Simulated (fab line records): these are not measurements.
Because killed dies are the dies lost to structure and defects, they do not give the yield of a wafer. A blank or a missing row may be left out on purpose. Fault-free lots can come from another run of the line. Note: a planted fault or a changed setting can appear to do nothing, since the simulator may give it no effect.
fab line records ; flow nand_harc ; part 2 of 2: steps 5 to 6 of 6
record lots=23; wafers=69; last_day=24
route steps=1159 shown P_M2@332 A_CHANNEL_HOLE_D1@471 A_CHANNEL_FILL_D1@493
lots that met no fault: from a run of the same line without faults
start_h: hours from the record's first day to the start of the lot's first wafer shown ; wait_h: hours from the lot's prior step to this one ; " repeats the value in the row above ; L1.1+2: one row covering several wafers at once ; - value missing, or start not given ; * or withheld: withheld ; < > ~ a bound
route shown NAME@n: NAME is a module with steps in the file, n the number in the route of the first one ; usual: the fault-free wafers' mean and standard deviation ; same: alike in all rows ; chamber/n: place in a boat ; sites: each site's reading ; _std_site: the values' standard deviation ; _edge_site: the outer-site mean with the inner-site mean subtracted ; radius_mm: for every site, how far away it sits from the centre of the wafer ; mask NAME#n: copy n ; behind: tool/chamber where the wafer was last shaped ; hold: why the lot was held/for how many hours/how that ended ; device: which transistor (n, p or np) failed to switch ; end of line: tests run on the same wafers once the route is complete ; a step without rows: its recipe alone ; killed: count of dies lost to structure and defects at first sort (not the wafer's yield) ; map: shows each die of a wafer: x if killed, . if not, _ if none is there
set.NAME: setting as actually run; set.NAME@STEP: the setting as run at that earlier step ; model.NAME: the simulator's own value behind a step, which no gauge read
route steps across a sampled set of lots; one table per step, one row per wafer
services: a tool's chamber out of use, with start hour (start_h, from the record's first day; less than 0 if before it), hours out, and reason
## steps
# step NHARC_A_CHANNEL_HOLE_D1_ETCH_44
# recipe target_depth_a=1400; overetch_a=140; time_s=77; ion_energy_ev=100; cf4_flow_sccm=80; o2_flow_sccm=20; ar_flow_sccm=0; rf_w=300; bias_w=100; chemistry=CF4/O2
# usual drypump_motor_current_A=5.7/0.33; oes_product_au=0.999/0.0088; rf_vpp_V=197.6/1.4; showerhead_plenum_p_Torr=1.32/0.053; throttle_valve_pct=13.396/0.0083
lot.wafer;tool;chamber;start_h;wait_h;drypump_motor_current_A;oes_product_au;rf_hours_counter_h;rf_vpp_V;showerhead_plenum_p_Torr;throttle_valve_pct
L074.4;rie_diel-07;0;180.40;0.1;6.0;1.009;8;197.9;1.33;13.400
L074.5;rie_diel-07;1;180.40;0.1;5.6;1.003;-;198.2;1.31;13.392
L074.6;rie_diel-07;2;180.40;0.1;6.1;1.000;-;196.9;1.34;13.390
L077.1;rie_diel-09;2;194.60;0.1;5.8;0.992;5;196.3;1.26;13.397
L077.2;rie_diel-09;0;194.60;0.1;5.2;0.999;7;199.3;1.41;13.390
L077.6;rie_diel-09;1;194.60;0.1;5.7;0.994;-;198.4;1.42;13.397
L076.1;rie_diel-07;3;195.16;0.1;5.7;0.991;10;196.8;1.26;13.401
L076.3;rie_diel-07;0;195.16;0.1;5.9;0.988;10;197.3;1.33;13.384
L076.4;rie_diel-07;1;195.16;0.1;5.6;0.988;9;198.4;1.31;13.404
L075.4;rie_diel-09;1;198.78;0.1;5.7;0.987;8;199.6;1.42;13.399
L075.5;rie_diel-09;3;198.78;0.1;5.7;0.992;-;196.5;1.29;13.399
L075.6;rie_diel-09;0;198.78;0.1;5.2;1.002;-;199.9;1.41;13.403
L079.2;rie_diel-05;0;199.32;0.1;6.0;1.009;3;196.1;1.30;13.406
L079.5;rie_diel-05;0;199.32;0.1;6.0;0.999;-;195.6;1.30;13.395
L079.6;rie_diel-05;1;199.32;0.1;6.3;0.995;-;199.5;1.41;13.386
L078.2;rie_diel-07;2;207.34;0.6;6.1;0.997;10;198.7;1.34;13.391
L078.1;rie_diel-07;3;207.34;0.6;5.7;1.000;11;194.3;1.26;13.390
L078.5;rie_diel-07;0;207.34;0.6;6.0;1.000;-;197.5;1.33;13.395
L083.2;rie_diel-05;0;231.99;0.1;6.0;1.004;4;195.7;1.30;13.395
L083.1;rie_diel-05;2;231.99;0.1;5.5;1.007;4;196.5;1.29;13.403
L083.5;rie_diel-05;3;231.99;0.1;5.0;1.008;-;196.5;1.26;13.401
L080.3;rie_diel-09;1;232.33;0.1;5.7;0.989;10;199.0;1.42;13.409
L080.5;rie_diel-09;2;232.33;0.1;5.8;0.979;-;197.6;1.26;13.397
L080.6;rie_diel-09;3;232.33;0.1;5.6;0.996;-;196.8;1.29;13.389
L081.2;rie_diel-05;1;236.21;0.1;6.3;1.016;4;199.0;1.41;13.393
L081.4;rie_diel-05;2;236.21;0.1;5.5;0.990;-;195.8;1.28;13.398
L081.6;rie_diel-05;1;236.21;0.1;6.3;1.010;-;199.6;1.41;13.394
L082.4;rie_diel-07;2;240.21;0.1;6.1;1.001;0;199.4;1.34;13.396
L082.1;rie_diel-07;1;240.21;0.1;5.6;0.988;0;196.5;1.31;13.392
L082.5;rie_diel-07;3;240.21;0.1;5.7;0.995;-;194.9;1.26;13.394
L084.2;rie_diel-09;0;245.58;0.1;5.2;1.004;11;200.6;1.41;13.396
L084.3;rie_diel-09;2;245.58;0.1;5.7;0.990;8;197.4;1.26;13.409
L084.1;rie_diel-09;3;245.58;0.1;5.6;1.000;11;195.8;1.29;13.401
L085.3;rie_diel-07;3;246.57;0.0;5.7;1.009;0;195.3;1.26;13.404
L085.1;rie_diel-07;0;246.57;0.0;5.9;0.998;0;197.9;1.33;13.401
L085.6;rie_diel-07;3;246.57;0.0;5.7;1.003;-;197.1;1.26;13.417
L087.1;rie_diel-07;0;260.70;0.1;6.0;1.002;1;199.1;1.33;13.391
L087.5;rie_diel-07;1;260.70;0.1;5.6;1.000;-;197.9;1.31;13.403
L087.6;rie_diel-07;2;260.70;0.1;6.1;0.993;-;198.6;1.34;13.396
L086.1;rie_diel-05;2;261.17;0.1;5.5;1.011;7;197.2;1.28;13.397
L086.2;rie_diel-05;3;261.17;0.1;5.0;1.000;6;196.2;1.26;13.386
L086.6;rie_diel-05;2;261.17;0.1;5.5;1.003;-;197.0;1.28;13.378
L091.3;rie_diel-07;3;279.71;0.1;5.7;0.993;2;195.8;1.26;13.378
L091.4;rie_diel-07;1;279.71;0.1;5.6;1.003;3;196.5;1.31;13.395
L091.6;rie_diel-07;3;279.71;0.1;5.7;1.004;-;196.5;1.26;13.407
L092.4;rie_diel-09;3;279.86;0.1;5.6;0.987;1;198.7;1.29;13.394
L092.2;rie_diel-09;1;279.86;0.1;5.7;0.992;1;199.3;1.42;13.401
L092.3;rie_diel-09;2;279.86;0.1;5.8;0.988;1;197.1;1.26;13.416
L089.2;rie_diel-07;2;283.89;0.1;6.1;1.013;3;199.1;1.34;13.411
L089.1;rie_diel-07;3;283.89;0.1;5.7;0.995;3;195.7;1.26;13.388
L089.4;rie_diel-07;0;283.89;0.1;6.0;1.014;2;199.3;1.33;13.389
L088.1;rie_diel-05;3;288.06;0.1;5.0;1.010;10;196.6;1.26;13.385
L088.4;rie_diel-05;1;288.06;0.1;6.2;1.004;10;200.4;1.41;13.411
L088.6;rie_diel-05;3;288.06;0.1;5.0;1.003;-;197.5;1.26;13.385
L093.3;rie_diel-09;1;291.74;0.0;5.7;0.992;1;199.1;1.42;13.401
L093.1;rie_diel-09;3;291.74;0.0;5.6;1.001;1;197.4;1.29;13.388
L093.6;rie_diel-09;1;291.74;0.0;5.7;0.980;-;199.6;1.42;13.389
L094.4;rie_diel-07;1;301.81;0.1;5.6;1.001;4;197.2;1.31;13.390
L094.1;rie_diel-07;2;301.81;0.1;6.1;1.006;4;199.5;1.34;13.382
L094.3;rie_diel-07;3;301.81;0.1;5.7;1.006;4;196.5;1.26;13.399
L095.3;rie_diel-07;3;302.23;0.4;5.7;1.007;4;196.5;1.26;13.387
L095.1;rie_diel-07;0;302.23;0.4;5.9;1.005;4;197.4;1.33;13.408
L095.4;rie_diel-07;1;302.23;0.4;5.6;0.988;4;197.8;1.31;13.405
L096.4;rie_diel-07;1;309.01;0.0;5.6;0.988;4;197.4;1.31;13.397
L096.2;rie_diel-07;2;309.01;0.0;6.1;0.995;5;198.4;1.34;13.393
L096.6;rie_diel-07;1;309.01;0.0;5.6;0.983;-;196.7;1.31;13.406
L097.2;rie_diel-09;3;310.59;0.1;5.6;0.999;2;197.8;1.29;13.406
L097.4;rie_diel-09;1;310.59;0.1;5.7;0.992;3;199.6;1.42;13.402
L097.5;rie_diel-09;3;310.59;0.1;5.6;1.003;-;197.6;1.29;13.383
# step NHARC_A_CHANNEL_FILL_D1_ALD_03
# recipe target_thk_a=60; pulse_time_s=60; ald_cycles=58; temp_c=630; pressure_torr=2; material=SiNx
# usual precursor_pulse_height_rel=0.998/0.02
lot.wafer;tool;chamber;start_h;wait_h;precursor_pulse_height_rel
L074.4;ald_sin_batch-01;0;-;-;0.989
L074.5;ald_sin_batch-01;0;-;-;0.955
L074.6;ald_sin_batch-01;0;-;-;1.010
L076.1;ald_sin_batch-03;0;-;-;0.995
L076.3;ald_sin_batch-03;0;-;-;0.982
L076.4;ald_sin_batch-03;0;-;-;0.995
L077.1;ald_sin_batch-03;0;-;-;1.010
L077.2;ald_sin_batch-03;0;-;-;1.036
L077.6;ald_sin_batch-03;0;-;-;1.001
L075.4;ald_sin_batch-01;0;-;-;0.974
L075.5;ald_sin_batch-01;0;-;-;0.944
L075.6;ald_sin_batch-01;0;-;-;0.994
L079.2;ald_sin_batch-01;0;-;-;1.005
L079.5;ald_sin_batch-01;0;-;-;1.002
L079.6;ald_sin_batch-01;0;-;-;0.990
L078.1;ald_sin_batch-01;0;-;-;1.047
L078.2;ald_sin_batch-01;0;-;-;0.981
L078.5;ald_sin_batch-01;0;-;-;0.989
L083.1;ald_sin_batch-03;0;-;-;1.039
L083.2;ald_sin_batch-03;0;-;-;0.989
L083.5;ald_sin_batch-03;0;-;-;0.983
L080.3;ald_sin_batch-01;0;-;-;1.014
L080.5;ald_sin_batch-01;0;-;-;0.977
L080.6;ald_sin_batch-01;0;-;-;0.959
L081.2;ald_sin_batch-01;0;-;-;1.026
L081.4;ald_sin_batch-01;0;-;-;0.965
L081.6;ald_sin_batch-01;0;-;-;0.973
L082.1;ald_sin_batch-03;0;-;-;1.023
L082.4;ald_sin_batch-03;0;-;-;1.008
L082.5;ald_sin_batch-03;0;-;-;0.993
L084.1;ald_sin_batch-02;0;-;-;1.026
L084.2;ald_sin_batch-02;0;-;-;1.012
L084.3;ald_sin_batch-02;0;-;-;0.993
L085.1;ald_sin_batch-02;0;-;-;0.965
L085.3;ald_sin_batch-02;0;-;-;1.002
L085.6;ald_sin_batch-02;0;-;-;0.980
L086.1;ald_sin_batch-03;0;-;-;1.009
L086.2;ald_sin_batch-03;0;-;-;1.013
L086.6;ald_sin_batch-03;0;-;-;1.029
L087.1;ald_sin_batch-03;0;-;-;1.033
L087.5;ald_sin_batch-03;0;-;-;1.002
L087.6;ald_sin_batch-03;0;-;-;0.968
L091.3;ald_sin_batch-01;0;-;-;0.977
L091.4;ald_sin_batch-01;0;-;-;0.973
L091.6;ald_sin_batch-01;0;-;-;0.996
L092.2;ald_sin_batch-01;0;-;-;1.023
L092.3;ald_sin_batch-01;0;-;-;1.004
L092.4;ald_sin_batch-01;0;-;-;0.988
L088.1;ald_sin_batch-02;0;-;-;1.002
L088.4;ald_sin_batch-02;0;-;-;1.023
L088.6;ald_sin_batch-02;0;-;-;0.957
L089.1;ald_sin_batch-02;0;-;-;0.998
L089.2;ald_sin_batch-02;0;-;-;0.992
L089.4;ald_sin_batch-02;0;-;-;0.994
L093.1;ald_sin_batch-01;0;-;-;1.002
L093.3;ald_sin_batch-01;0;-;-;0.971
L093.6;ald_sin_batch-01;0;-;-;0.994
L094.1;ald_sin_batch-02;0;-;-;1.013
L094.3;ald_sin_batch-02;0;-;-;1.016
L094.4;ald_sin_batch-02;0;-;-;1.005
L095.1;ald_sin_batch-02;0;-;-;1.007
L095.3;ald_sin_batch-02;0;-;-;0.996
L095.4;ald_sin_batch-02;0;-;-;1.019
L096.2;ald_sin_batch-02;0;-;-;1.006
L096.4;ald_sin_batch-02;0;-;-;0.999
L096.6;ald_sin_batch-02;0;-;-;0.970
L097.2;ald_sin_batch-02;0;-;-;0.998
L097.4;ald_sin_batch-02;0;-;-;1.006
L097.5;ald_sin_batch-02;0;-;-;0.991
## services
tool;chamber;start_h;hours;kind
rie_diel-07;2;112.87;3.2;repair
rie_diel-09;2;114.31;30.4;repair
cmp-02;-;128.50;4.0;pm
rie_diel-09;0;129.59;11.9;repair
cmp-03;-;156.00;4.0;pm
rie_diel-09;2;157.49;3.7;repair
rie_diel-10;-;176.50;9.0;pm
cmp-01;-;179.50;4.0;pm
rie_diel-09;-;185.47;8.0;repair
rie_diel-07;1;191.85;1.2;repair
cmp-01;-;195.28;1.1;repair
cmp-02;-;199.05;9.6;repair
har_etch-02;-;200.52;0.9;repair
rie_diel-10;2;206.83;4.2;repair
cmp-03;-;209.84;4.3;repair
cmp-01;-;215.34;1.5;repair
cmp-03;-;216.24;0.3;repair
cmp-02;-;226.55;4.0;pm
rie_diel-07;-;228.20;9.0;pm
cmp-03;-;254.00;4.0;pm
cmp-03;-;262.20;29.3;repair
har_etch-01;-;308.45;17.0;pm
cmp-02;-;308.61;1.2;repair
cmp-03;-;312.52;0.4;repair
